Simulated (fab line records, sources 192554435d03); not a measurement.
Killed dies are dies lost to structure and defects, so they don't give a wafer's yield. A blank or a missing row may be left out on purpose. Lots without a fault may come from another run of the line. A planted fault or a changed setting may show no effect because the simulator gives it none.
fab line records | flow n5_finfet
record lots=8 wafers=24 last_day=20
route steps=1938 shown HKMG_FIN@405 BEOL_M4@1111 PASSIVATION@1936
lots that met no fault: from a run of the same line without faults
start_h: hours from the record's first day to the start of the lot's first wafer shown | wait_h: hours since the lot's step before | " the same as in the row above | L1.1+2: a row that stands for several wafers | - no value, or no start given | * or withheld: withheld | < > ~ a bound
route shown NAME@n: a module of which the file shows steps, and the number in the route of the first | usual: mean/standard deviation of fault-free wafers | same: alike in all rows | chamber/n: place in a boat | sites: the reading at each site | _std_site: their standard deviation | _edge_site: outer sites' mean less inner sites' | radius_mm: how far each site lies from the wafer's centre | mask NAME#n: copy n | behind: the tool/chamber that last shaped the wafer | hold: why the lot was held/for how many hours/how that ended | device: the transistor (n, p or np) that didn't switch | end of line: the same wafers' tests at the end of the route | a step without rows: its recipe alone | killed: dies lost to structure and defects at the first sort, not the wafer's yield | map: a wafer's dies, x killed, . not, _ none there
set.NAME: the setting as run; set.NAME@STEP: as run at that earlier step | model.NAME: the simulator's own value behind a step, which no gauge read
steps of the route over a sample of lots; a table a step, a row a wafer
services: from which hour (start_h, from the record's first day; less than 0 if before it) a tool's chamber was out of use, for how many hours, and why
## steps
# step N5_HKMG_FIN_STRIP_57
# recipe chemistry=CF4 resist=SiARC power_w=300 bias_power_w=75 pressure_mtorr=50 cf4_flow_sccm=150 rf_frequency_hz=6e+07
# usual drypump_motor_current_A=5.8/0.5 oes_product_au=0.73/0.057 rf_vpp_V=271.1/1.6 showerhead_plenum_p_Torr=1.79/0.061 throttle_valve_pct=13.65/0.24
# columns lot.wafer tool chamber start_h wait_h drypump_motor_current_A oes_product_au rf_hours_counter_h rf_vpp_V showerhead_plenum_p_Torr throttle_valve_pct
L626.3 rie_diel-02 1 103.79 0.0 5.5 0.74 181 270.6 1.78 13.89
L626.4 " 0 " " 6.1 0.68 246 270.1 1.69 13.39
L626.6 " 2 " " 5.2 0.69 - 271.4 1.79 13.72
L630.1 rie_diel-02 3 131.65 0.0 6.3 0.73 162 268.6 1.73 13.40
L630.2 " 2 " " 5.2 0.69 224 270.6 1.79 13.75
L630.6 " 2 " " 5.2 0.69 - 269.4 1.79 13.75
L632.1 rie_diel-06 2 142.07 0.0 6.2 0.69 207 272.6 1.84 13.66
L632.3 " 3 " " 6.8 0.72 208 272.8 1.86 13.67
L632.6 " 1 " " 5.2 0.70 - 272.3 1.86 13.65
L639.1 rie_diel-03 3 180.29 0.0 6.1 0.68 231 270.1 1.69 13.60
L639.3 " 2 " " 5.6 0.73 175 269.2 1.74 13.66
L639.6 " 2 " " 5.6 0.73 - 269.1 1.74 13.68
L640.3 rie_diel-03 3 186.03 0.0 6.1 0.67 233 268.8 1.69 13.61
L640.5 " 1 " " 5.9 0.76 - 273.0 1.86 13.97
L640.6 " 2 " " 5.7 0.72 - 269.9 1.74 13.67
L641.2 rie_diel-03 2 194.56 0.0 5.7 0.72 182 268.8 1.73 13.68
L641.3 " 0 " " 4.9 0.94 3 269.6 1.78 13.21
L641.6 " 1 " " 5.9 0.76 - 272.1 1.86 13.98
L643.1 rie_diel-06 3 203.46 0.0 6.8 0.70 229 271.6 1.86 13.72
L643.2 " 1 " " 5.3 0.69 204 272.3 1.85 13.69
L643.4 " 0 " " 5.9 0.72 196 273.1 1.86 13.82
L644.3 rie_diel-02 2 208.54 0.0 5.2 0.68 250 270.3 1.78 13.81
L644.5 " 1 " " 5.5 0.71 - 270.3 1.77 13.97
L644.6 " 2 " " 5.2 0.67 - 270.8 1.78 13.79
# step N5_HKMG_FIN_ETCH_32
# recipe chemistry=N2/H2 target=SOC target_depth_a=2400 temp_c=40 time_s=300 ion_energy_ev=200 mask_material=SiARC pressure_mtorr=30 source_w=840 bias_w=150 n2_flow_sccm=200 h2_flow_sccm=200
# usual bias_w=150.1/0.49 chamber_pressure_mTorr=30.001/0.028 drypump_motor_current_A=5.8/0.51 oes_product_au=0.74/0.069 rf_vpp_V=523.9/2.8 showerhead_plenum_p_Torr=2.54/0.1 temp_c=40.00/0.099 throttle_valve_pct=17.88/0.29
# columns lot.wafer tool chamber start_h wait_h bias_w chamber_pressure_mTorr drypump_motor_current_A oes_product_au rf_hours_counter_h rf_vpp_V showerhead_plenum_p_Torr temp_c throttle_valve_pct
L626.3 rie_diel-03 1 107.10 0.0 149.4 29.981 5.9 0.82 128 525.9 2.66 39.91 18.38
L626.4 " 3 " " 150.9 29.975 6.1 0.69 - 520.4 2.41 39.96 17.70
L626.6 " 2 " " 149.4 30.066 5.6 0.73 - 521.0 2.43 40.00 17.76
L630.1 rie_diel-03 2 135.05 0.0 149.9 30.049 5.6 0.73 160 520.2 2.43 40.06 17.80
L630.2 " 1 " " 150.0 30.063 5.9 0.80 140 526.2 2.66 40.10 18.38
L630.6 " 3 " " 150.5 30.018 6.1 0.68 - 519.4 2.41 39.96 17.71
L632.1 rie_diel-06 2 145.60 0.0 150.1 29.984 6.2 0.70 209 526.1 2.63 40.10 18.04
L632.3 " 1 " " 149.6 29.953 5.2 0.72 185 526.7 2.63 40.06 17.74
L632.6 " 0 " " 149.6 29.976 5.9 0.75 - 525.6 2.64 39.92 18.02
L639.1 rie_diel-06 0 183.63 0.0 - - - - - - - - -
L639.3 " 3 " " - - - - - - - - -
L639.6 " 1 " " - - - - - - - - -
L640.3 rie_diel-03 3 189.21 0.0 - - - - - - - - -
L640.5 " 1 " " - - - - - - - - -
L640.6 " 2 " " - - - - - - - - -
L641.2 rie_diel-06 1 197.83 0.0 - - - - - - - - -
L641.3 " 3 " " - - - - - - - - -
L641.6 " 0 " " - - - - - - - - -
L643.1 rie_diel-02 3 206.51 0.0 150.4 30.002 6.3 0.72 189 520.2 2.43 39.94 17.65
L643.2 " 1 " " 149.2 29.998 5.5 0.71 219 522.2 2.53 39.90 18.31
L643.4 " 2 " " 149.8 29.969 5.2 0.68 250 524.4 2.48 40.10 17.84
L644.3 rie_diel-06 3 211.60 0.0 149.9 30.015 6.8 0.70 232 527.7 2.62 39.98 17.90
L644.5 " 2 " " 149.8 30.003 6.2 0.68 - 525.2 2.62 40.10 18.05
L644.6 " 1 " " 150.4 29.988 5.2 0.70 - 526.0 2.62 40.05 17.76
# step N5_HKMG_FIN_STRIP_34
# recipe chemistry=CF4 resist=SiARC power_w=300 bias_power_w=75 pressure_mtorr=50 cf4_flow_sccm=150 rf_frequency_hz=6e+07
# usual drypump_motor_current_A=5.8/0.5 oes_product_au=0.73/0.059 rf_vpp_V=271.2/1.6 showerhead_plenum_p_Torr=1.80/0.065 throttle_valve_pct=13.66/0.22
# columns lot.wafer tool chamber start_h wait_h drypump_motor_current_A oes_product_au rf_hours_counter_h rf_vpp_V showerhead_plenum_p_Torr throttle_valve_pct
L626.3 rie_diel-03 1 107.29 0.0 5.9 0.79 129 272.0 1.86 13.88
L626.4 " 3 " " 6.1 0.69 - 268.9 1.70 13.56
L626.6 " 2 " " 5.6 0.75 - 270.9 1.74 13.62
L630.1 rie_diel-03 2 135.24 0.0 5.6 0.74 161 269.3 1.74 13.65
L630.2 " 1 " " 6.0 0.77 140 272.7 1.86 13.93
L630.6 " 3 " " 6.1 0.68 - 267.2 1.70 13.56
L632.1 rie_diel-06 2 145.79 0.0 6.3 0.69 209 271.6 1.84 13.67
L632.3 " 1 " " 5.2 0.70 185 272.0 1.86 13.65
L632.6 " 0 " " 5.9 0.73 - 272.9 1.86 13.77
L639.1 rie_diel-06 0 183.82 0.0 5.9 0.74 188 272.9 1.86 13.80
L639.3 " 3 " " 6.8 0.71 221 273.5 1.86 13.71
L639.6 " 1 " " 5.2 0.70 - 272.6 1.85 13.69
L640.3 rie_diel-03 3 189.40 0.0 6.1 0.69 234 269.6 1.69 13.62
L640.5 " 1 " " 5.9 0.77 - 272.6 1.86 13.95
L640.6 " 2 " " 5.6 0.72 - 269.1 1.73 13.68
L641.2 rie_diel-06 1 198.02 0.0 5.2 0.69 202 271.5 1.85 13.71
L641.3 " 3 " " 6.7 0.70 227 272.6 1.86 13.73
L641.6 " 0 " " 5.9 0.73 - 272.9 1.86 13.79
L643.1 rie_diel-02 3 206.70 0.0 6.4 0.71 189 268.9 1.72 13.45
L643.2 " 1 " " 5.5 0.71 219 270.6 1.77 13.98
L643.4 " 2 " " 5.2 0.68 250 271.4 1.78 13.79
L644.3 rie_diel-06 3 211.79 0.0 6.8 0.70 232 271.5 1.86 13.73
L644.5 " 2 " " 6.2 0.68 - 272.8 1.83 13.71
L644.6 " 1 " " 5.2 0.68 - 273.0 1.85 13.71
# step N5_HKMG_FIN_ETCH_86
# recipe chemistry=N2/H2 target=SOC target_depth_a=3932 stop_on=TiN ion_energy_ev=100 bias_w=61 pressure_mtorr=30 source_w=850 n2_flow_sccm=200 h2_flow_sccm=200
# usual bias_w=61.02/0.19 chamber_pressure_mTorr=30.002/0.027 drypump_motor_current_A=5.8/0.47 oes_product_au=0.73/0.061 rf_vpp_V=240.6/1.5 showerhead_plenum_p_Torr=2.53/0.1 throttle_valve_pct=17.9/0.31
# columns lot.wafer tool chamber start_h wait_h bias_w chamber_pressure_mTorr drypump_motor_current_A oes_product_au rf_hours_counter_h rf_vpp_V showerhead_plenum_p_Torr throttle_valve_pct
L626.3 rie_diel-06 0 108.33 - 60.75 29.974 5.9 0.75 163 240.8 2.64 18.0
L626.4 " 3 " " 61.07 29.987 6.8 0.71 198 241.7 2.63 17.8
L626.6 " 0 " " 60.91 30.022 5.9 0.75 - 243.1 2.64 18.0
L630.1 rie_diel-02 1 136.28 - 61.21 30.034 5.5 0.72 195 239.6 2.54 18.3
L630.2 " 3 " " 60.65 29.972 6.4 0.73 165 238.9 2.44 17.6
L630.6 " 3 " " 60.65 29.998 6.4 0.73 - 239.7 2.44 17.6
L632.1 rie_diel-03 0 146.83 - 60.97 29.987 4.9 0.67 243 241.2 2.51 17.8
L632.3 " 1 " " 60.90 30.012 6.0 0.78 144 242.2 2.66 18.4
L632.6 " 2 " " 61.05 30.052 5.6 0.73 - 237.3 2.43 17.8
L639.1 rie_diel-03 1 184.86 - 60.96 30.007 6.0 0.76 158 241.9 2.65 18.4
L639.3 " 2 " " 61.11 29.988 5.6 0.72 177 238.3 2.42 17.8
L639.6 " 3 " " 60.98 30.016 6.1 0.67 - 240.1 2.40 17.7
L640.3 rie_diel-03 1 190.53 - 61.00 30.006 5.9 0.76 161 242.3 2.65 18.4
L640.5 " 0 " " 61.52 30.000 4.9 0.95 - 240.7 2.50 17.4
L640.6 " 1 " " 61.01 30.067 5.9 0.76 - 241.7 2.65 18.4
L641.2 rie_diel-06 0 199.06 - 61.25 30.063 5.9 0.73 194 241.1 2.63 18.0
L641.3 " 3 " " 60.87 30.002 6.8 0.69 228 242.3 2.62 17.9
L641.6 " 3 " " 60.89 29.971 6.8 0.70 - 242.1 2.62 17.9
L643.1 rie_diel-06 3 207.79 - 60.84 30.017 6.8 0.69 230 242.5 2.62 17.9
L643.2 " 0 " " 61.01 30.035 5.9 0.72 197 240.7 2.63 18.0
L643.4 " 3 " " 61.23 29.967 6.8 0.69 - 242.3 2.62 17.9
L644.3 rie_diel-03 0 212.93 - 61.22 30.035 4.9 0.92 9 241.1 2.50 17.4
L644.5 " 1 " " 61.06 30.032 5.9 0.76 - 242.1 2.64 18.4
L644.6 " 2 " " 60.94 30.009 5.7 0.71 - 238.0 2.42 17.8
# step N5_BEOL_M4_RC_MEAS_101
# usual DIBL_N=36.3/1.6 DIBL_P=36.4/2.1 IOFF_N=0.16/0.032 IOFF_N_85C=3.1/0.53 IOFF_N_LIN=0.074/0.012 IOFF_N_LONG=5.54e-05/2.5e-06 IOFF_P=0.22/0.044 ION_N=675/12 ION_P=463/8.3 SS_N=71.6/0.64 SS_P=73.3/0.67 VT_N=250/3.3 VT_N_LONG=274.8/1.9 VT_N_LVT=99/3.1 VT_P=-250/3.7
# columns lot.wafer tool chamber start_h wait_h DIBL_N[mV/V] DIBL_P[mV/V] IOFF_N[nA/um] IOFF_N_85C[nA/um] IOFF_N_LIN[nA/um] IOFF_N_LONG[nA/um] IOFF_P[nA/um] ION_N[uA/um] ION_P[uA/um] SS_N[mV/dec] SS_P[mV/dec] VT_N[mV] VT_N_LONG[mV] VT_N_LVT[mV] VT_P[mV]
L626.3 prober-02 0 232.50 0.3 36.3 35.5 0.15 3.0 0.071 5.79e-05 0.19 674 463 70.6 73.7 251 272.7 97 -251
L626.4 " 0 " " 35.1 33.6 0.13 2.6 0.064 5.77e-05 0.17 667 462 70.5 73.0 250 274.0 99 -252
L626.6 " 0 " " 37.4 36.4 0.18 3.4 0.084 5.81e-05 0.21 694 471 71.2 72.5 246 274.5 94 -254
L630.1 prober-02 0 257.00 0.0 35.4 35.7 0.15 3.0 0.071 5.64e-05 0.18 665 457 71.2 72.8 251 275.1 96 -254
L630.2 " 0 " " 37.9 38.7 0.21 4.0 0.096 5.71e-05 0.23 697 468 71.7 74.1 246 276.7 92 -250
L630.6 " 0 " " 36.7 37.3 0.18 3.4 0.081 5.64e-05 0.20 674 454 71.2 73.0 249 275.2 95 -251
L632.1 prober-02 0 287.00 0.0 33.7 32.9 0.13 2.7 0.066 5.87e-05 0.20 674 469 71.2 71.8 250 270.0 101 -247
L632.3 " 0 " " 38.6 38.7 0.22 4.1 0.097 5.98e-05 0.29 694 472 72.7 74.4 243 272.8 96 -245
L632.6 " 0 " " 35.6 35.8 0.17 3.4 0.084 5.93e-05 0.26 696 479 71.5 73.3 249 271.2 97 -244
L640.3 prober-02 0 317.36 0.3 34.3 32.5 0.00 0.0 0.000 2.95e-05 0.13 226 435 70.7 72.8 463 480.6 311 -258
L640.5 " 0 " " 34.8 33.8 0.00 0.0 0.000 2.96e-05 0.14 239 460 71.0 73.8 459 483.3 302 -256
L640.6 " 0 " " 33.7 31.3 0.00 0.0 0.000 3e-05 0.12 230 442 70.2 71.9 465 482.0 310 -259
L641.2 prober-01 0 321.76 0.2 34.4 34.3 0.00 0.0 0.000 3.4e-05 0.21 243 465 71.0 72.0 451 477.1 302 -247
L641.3 " 0 " " 35.5 36.6 0.00 0.0 0.000 3.33e-05 0.25 250 479 72.3 73.0 453 479.8 304 -246
L641.6 " 0 " " 38.4 40.4 0.00 0.0 0.000 3.25e-05 0.32 246 468 72.9 74.0 448 475.2 296 -243
L639.1 prober-02 0 323.48 0.0 34.9 35.0 0.00 0.0 0.000 3.28e-05 0.19 236 465 71.3 72.3 458 481.6 306 -251
L639.3 " 0 " " 37.0 37.8 0.00 0.0 0.000 3.23e-05 0.24 241 469 71.4 73.3 453 476.1 302 -247
L639.6 " 0 " " 37.3 37.6 0.00 0.0 0.000 3.33e-05 0.23 243 467 71.3 73.4 450 478.8 301 -249
L643.1 prober-02 0 354.48 0.0 35.4 36.1 0.13 2.6 0.061 5.31e-05 0.16 665 456 71.8 72.6 254 275.6 103 -253
L643.2 " 0 " " 34.7 35.6 0.13 2.6 0.062 5.3e-05 0.16 662 456 71.1 73.2 252 274.4 100 -256
L643.4 " 0 " " 40.7 41.8 0.24 4.4 0.104 5.42e-05 0.26 697 463 73.0 74.2 245 274.7 92 -247
L644.3 prober-01 0 381.41 0.3 35.7 34.9 0.15 3.0 0.072 5.66e-05 0.21 665 459 71.9 72.9 250 276.8 100 -250
L644.5 " 0 " " 37.1 36.6 0.17 3.2 0.077 5.6e-05 0.23 670 462 72.6 73.0 248 275.8 99 -248
L644.6 " 0 " " 35.8 35.0 0.15 3.0 0.074 5.7e-05 0.21 680 463 72.4 72.9 253 273.3 100 -251
# step N5_PASSIVATION_PROBE_49
# usual defect_limited_yield=91.4/1.2 killed_at_M0_to_M3=35/11 killed_at_M4_up=14/6 killed_at_contacts=12/6.7 killed_at_front_end=37/9.7 killed_at_other=3.5/2.5 killed_dies=102/15 killed_open=67/12 killed_short=33/7.3 sort_bin_5_function=5.1/0.81 sort_bin_6_memory=3.2/0.65 sort_bin_8_speed=0.00/0.021 sort_n_pass=1078/15 sort_yield_pct=91.4/1.2
# same gross_dies=1180 killed_at_back_side=0 sort_bin_4_leakage[%]=0
# columns lot.wafer tool chamber start_h wait_h defect_limited_yield[%] killed_at_M0_to_M3 killed_at_M4_up killed_at_contacts killed_at_front_end killed_at_other killed_dies killed_open killed_short sort_bin_5_function[%] sort_bin_6_memory[%] sort_bin_8_speed[%] sort_n_pass sort_yield_pct[%]
L632.1 prober-01 - 396.86 0.0 91.4 39 20 10 30 3 102 63 38 5.3 3.1 0 1078 91.4
L632.6 prober-01 - 397.11 0.3 88.6 52 14 13 49 6 134 91 42 5.6 5.1 0 1046 88.6
L641.2 prober-02 - 414.35 0.1 92.7 23 11 7 39 6 86 56 26 4.9 2.1 92.71 0 0
L641.3 prober-02 - 414.40 0.1 91.4 24 6 4 61 7 102 69 33 4.5 3.7 91.36 0 0
L641.6 prober-02 - 414.55 0.3 90.8 32 12 6 57 1 108 74 31 5.5 3.2 90.85 0 0
L639.1 prober-02 - 425.76 0.0 90.0 40 9 19 47 3 118 62 56 5.6 4.1 90.00 0 0
L639.3 prober-02 - 425.86 0.1 88.6 64 10 10 49 2 135 97 38 6.8 4.3 88.56 0 0
L639.6 prober-02 - 426.01 0.3 91.4 52 9 7 27 7 102 70 32 4.8 3.6 91.36 0 0
L640.3 prober-01 - 430.15 0.1 92.5 26 15 15 31 1 88 59 27 4.3 2.6 92.54 0 0
L640.5 prober-01 - 430.25 0.2 90.8 28 13 13 51 3 108 82 25 5.6 3.3 90.85 0 0
L640.6 prober-01 - 430.30 0.3 93.4 29 13 5 31 0 78 54 24 3.7 2.8 93.39 0 0
# killed by level:class
L632.1 BEOL_M0_SAQP:geometric_particle:short=16 BEOL_M4:geometric_particle:open=13 BEOL_M0_SAQP:geometric_particle:open=10 MOL_CONTACT_COAG:geometric_particle:open=9 STI_FIN_REVEAL:geometric_particle:open=5 DUMMY_GATE:geometric_particle:open=5 BEOL_M3:geometric_particle:open=5 GATE_CUT:geometric_particle:short=4
L632.6 BEOL_M0_SAQP:geometric_particle:short=19 BEOL_M0_SAQP:geometric_particle:open=15 MOL_CONTACT_COAG:geometric_particle:open=12 FIN_SAQP:geometric_particle:open=11 DUMMY_GATE:geometric_particle:open=10 GATE_CUT:geometric_particle:short=9 BEOL_M3:geometric_particle:open=9 BEOL_M4:geometric_particle:open=9
L641.2 FIN_SAQP:geometric_particle:open=15 BEOL_M2:geometric_particle:open=9 FIN_SAQP:geometric_particle:short=5 DUMMY_GATE:geometric_particle:open=5 MOL_CONTACT_COAG:geometric_particle:open=5 BEOL_M4:geometric_particle:open=4 MIM_TOP_ETCH:coat_microbubble_printed=4 GATE_CUT:geometric_particle:short=3
L641.3 FIN_SAQP:geometric_particle:open=31 BEOL_M1:geometric_particle:open=8 FIN_SAQP:geometric_particle:short=6 DUMMY_GATE:geometric_particle:open=6 GATE_CUT:geometric_particle:short=5 BEOL_M3:geometric_particle:open=5 MOL_CONTACT_COAG:geometric_particle:open=4 BEOL_M3:geometric_particle:short=4
L641.6 FIN_SAQP:geometric_particle:open=29 BEOL_M0_SAQP:geometric_particle:short=7 FIN_SAQP:geometric_particle:short=6 DUMMY_GATE:geometric_particle:open=6 BEOL_M2:geometric_particle:open=6 MOL_CONTACT_COAG:geometric_particle:open=6 BEOL_M0_SAQP:geometric_particle:open=6 BEOL_M3:geometric_particle:short=6
L639.1 MOL_CONTACT_COAG:geometric_particle:open=16 BEOL_M0_SAQP:geometric_particle:short=16 BEOL_M0_SAQP:geometric_particle:open=14 FIN_SAQP:geometric_particle:short=10 STARTING-WAFER:geometric_particle:short=7 GATE_CUT:geometric_particle:short=5 BEOL_M4:geometric_particle:open=5 FIN_SAQP:geometric_particle:open=4
L639.3 BEOL_M0_SAQP:geometric_particle:open=16 BEOL_M1:geometric_particle:open=12 BEOL_M0_SAQP:geometric_particle:short=10 FIN_SAQP:geometric_particle:open=9 STI_FIN_REVEAL:geometric_particle:open=9 BEOL_M3:geometric_particle:open=9 DUMMY_GATE:geometric_particle:open=8 MOL_CONTACT_COAG:geometric_particle:open=8
L639.6 BEOL_M0_SAQP:geometric_particle:open=17 BEOL_M0_SAQP:geometric_particle:short=9 BEOL_M3:geometric_particle:open=8 BEOL_M1:geometric_particle:open=7 GATE_CUT:geometric_particle:open=6 BEOL_M3:geometric_particle:short=5 FIN_SAQP:geometric_particle:open=4 MOL_CONTACT_COAG:geometric_particle:open=4
L640.3 MOL_CONTACT_COAG:geometric_particle:open=13 BEOL_M3:geometric_particle:open=7 BEOL_M2:geometric_particle:open=6 FIN_SAQP:geometric_particle:short=5 DUMMY_GATE:geometric_particle:open=4 ILD0:geometric_particle:open=4 BEOL_M1:geometric_particle:open=4 BEOL_M4:geometric_particle:open=4
L640.5 MOL_CONTACT_COAG:geometric_particle:open=12 BEOL_M0_SAQP:geometric_particle:open=12 STI_FIN_REVEAL:geometric_particle:open=9 DUMMY_GATE:geometric_particle:open=9 STARTING-WAFER:geometric_particle:open=7 GATE_CUT:geometric_particle:open=6 FIN_SAQP:geometric_particle:short=4 GATE_CUT:geometric_particle:short=4
L640.6 BEOL_M1:geometric_particle:open=9 DUMMY_GATE:geometric_particle:open=5 BEOL_M0_SAQP:geometric_particle:open=5 BEOL_M3:geometric_particle:open=5 STI_FIN_REVEAL:geometric_particle:open=4 GATE_CUT:geometric_particle:short=4 MOL_CONTACT_COAG:geometric_particle:open=4 BEOL_M1:geometric_particle:short=4
## services
# columns tool chamber start_h hours kind
rie_diel-02 0 115.19 - clean
rie_diel-02 0 115.19 - consumable_replace:focus_ring
rie_diel-02 0 115.19 - consumable_replace:showerhead
rie_diel-02 0 115.19 21.1 scheduled_down
rie_diel-02 0 115.19 21.1 vent_cycle
rie_diel-06 0 119.41 1.3 repair
rie_diel-03 2 127.70 2.8 repair
rie_diel-03 0 163.82 - clean
rie_diel-03 0 163.82 - consumable_replace:focus_ring
rie_diel-03 0 163.82 23.9 scheduled_down
rie_diel-03 0 163.82 23.9 vent_cycle
rie_diel-02 2 187.41 4.7 repair
rie_diel-06 2 204.99 5.7 repair
rie_diel-02 0 209.63 4.7 repair
## key
first_sign step=N5_HKMG_FIN_ETCH_32 reading=tool_record direction=missing
effect step=N5_BEOL_M4_RC_MEAS_101 reading=VT_N_LONG direction=up sigmas=99+ usual=274.8 struck=479.4
effect step=N5_BEOL_M4_RC_MEAS_101 reading=VT_N_LVT direction=up sigmas=65 usual=99 struck=304
effect step=N5_BEOL_M4_RC_MEAS_101 reading=VT_N direction=up sigmas=62 usual=250 struck=455
effect step=N5_BEOL_M4_RC_MEAS_101 reading=ION_N direction=down sigmas=36 usual=675 struck=239
effect step=N5_BEOL_M4_RC_MEAS_101 reading=IOFF_N_LONG direction=down sigmas=9.4 usual=5.54e-05 struck=3.19e-05
effect step=N5_BEOL_M4_RC_MEAS_101 reading=IOFF_N_LIN direction=down sigmas=6.1 usual=0.074 struck=0.000
effect step=N5_BEOL_M4_RC_MEAS_101 reading=IOFF_N_85C direction=down sigmas=5.9 usual=3.1 struck=0.0
effect step=N5_BEOL_M4_RC_MEAS_101 reading=IOFF_N direction=down sigmas=5 usual=0.16 struck=0.00
effect step=N5_PASSIVATION_PROBE_49 reading=sort_bin_8_speed direction=up sigmas=99+ usual=0.00 struck=91.29
met_at N5_HKMG_FIN_ETCH_32
struck_lots L639,L640,L641
not_acting_at N5_HKMG_FIN_STRIP_57,N5_HKMG_FIN_STRIP_34,N5_HKMG_FIN_ETCH_86
onset_between 145.60 183.63
fault kind=skipped_step_whole tool=rie_diel-03,rie_diel-06 chamber=- onset_h=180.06 steps=N5_HKMG_FIN_ETCH_32 scope=struck_lots_only
